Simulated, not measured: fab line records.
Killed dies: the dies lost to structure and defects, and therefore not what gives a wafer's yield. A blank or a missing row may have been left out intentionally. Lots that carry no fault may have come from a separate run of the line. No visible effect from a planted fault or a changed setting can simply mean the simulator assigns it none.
Matching of chambers | flow n5Finfet | rieDiel-03 running N5_BEOL_M9_DESCUM_33: 4 sister chambers
The step chemistry O2, time 7 s. 18 wafers are shown with their chamber, then 9 later ones without.

## EACH WAFER AND ITS CHAMBER
wafer  | chamber | showerheadPlenumPTorr (Torr) | throttleValvePct (%) | oesProductAu (a.u.)
L079.1 | 1       | 2.04                         | 20.83                | 0.65
L079.2 | 3       | 1.99                         | 20.57                | 0.73
L079.3 | 0       | 2.18                         | 20.87                | 0.72
L081.1 | 3       | 1.99                         | 20.56                | 0.73
L081.5 | 1       | 2.04                         | 20.47                | 1.01
L081.6 | 0       | 2.18                         | 20.88                | 0.71
L088.1 | 1       | 2.04                         | 20.49                | 0.95
L088.2 | 2       | 2.05                         | 20.64                | 0.90
L088.5 | 3       | 1.99                         | 20.58                | 0.73
L090.1 | 0       | 2.17                         | 20.91                | 0.70
L090.2 | 1       | 2.04                         | 20.49                | 0.93
L090.3 | 3       | 1.98                         | 20.60                | 0.72
L091.1 | 0       | 2.17                         | 20.92                | 0.69
L091.3 | 1       | 2.04                         | 20.51                | 0.92
L091.6 | 0       | 2.17                         | 20.92                | 0.69
L092.1 | 1       | 2.04                         | 20.51                | 0.92
L092.4 | 0       | 2.17                         | 20.91                | 0.70
L092.6 | 0       | 2.17                         | 20.93                | 0.69

SIGNATURES, as means of the wafers listed above
reading               | chamber 0 | chamber 1 | chamber 2 | chamber 3 | scatter within a chamber
showerheadPlenumPTorr | 2.1729    | 2.0400    | 2.0500    | 1.9875    | 0.00394
throttleValvePct      | 20.9057   | 20.5500   | 20.6400   | 20.5775   | 0.0841
oesProductAu          | 0.7000    | 0.8967    | 0.9000    | 0.7275    | 0.0754
Rule: distance of a wafer from a chamber = root of the sum over the readings of ((wafer's reading minus chamber's mean) / reading's scatter) squared. If the next closest chamber is less than 2 further off than the closest, the wafer can't be placed; otherwise it belongs to the closest. The scatter is the square root of a quotient: the sum, over the shown wafers, of each reading's squared deviation from its chamber's mean, divided by wafers minus chambers.

## WAFERS MISSING THEIR CHAMBER
wafer  | showerheadPlenumPTorr (Torr) | throttleValvePct (%) | oesProductAu (a.u.)
L093.3 | 1.98                         | 20.62                | 0.70
L093.4 | 2.17                         | 20.92                | 0.69
L093.5 | 2.17                         | 20.91                | 0.68
L095.1 | 2.03                         | 20.53                | 0.89
L095.2 | 2.04                         | 20.66                | 0.87
L095.5 | 2.04                         | 20.65                | 0.87
L097.1 | 1.98                         | 20.63                | 0.70
L097.3 | 2.03                         | 20.53                | 0.91
L097.5 | 2.17                         | 20.92                | 0.69

## EACH ONE'S CHAMBER
wafer  | from the rows above     | in truth
L093.3 | 3                       | 3
L093.4 | 0                       | 0
L093.5 | 0                       | 0
L095.1 | 1                       | 1
L095.2 | can't be placed: 1 or 2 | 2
L095.5 | can't be placed: 1 or 2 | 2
L097.1 | 3                       | 3
L097.3 | 1                       | 1
L097.5 | 0                       | 0
Correct placement for 7 of the 9. Not placeable from these rows: 2 (in 2, the candidates include the true chamber). 0 placed wrongly.
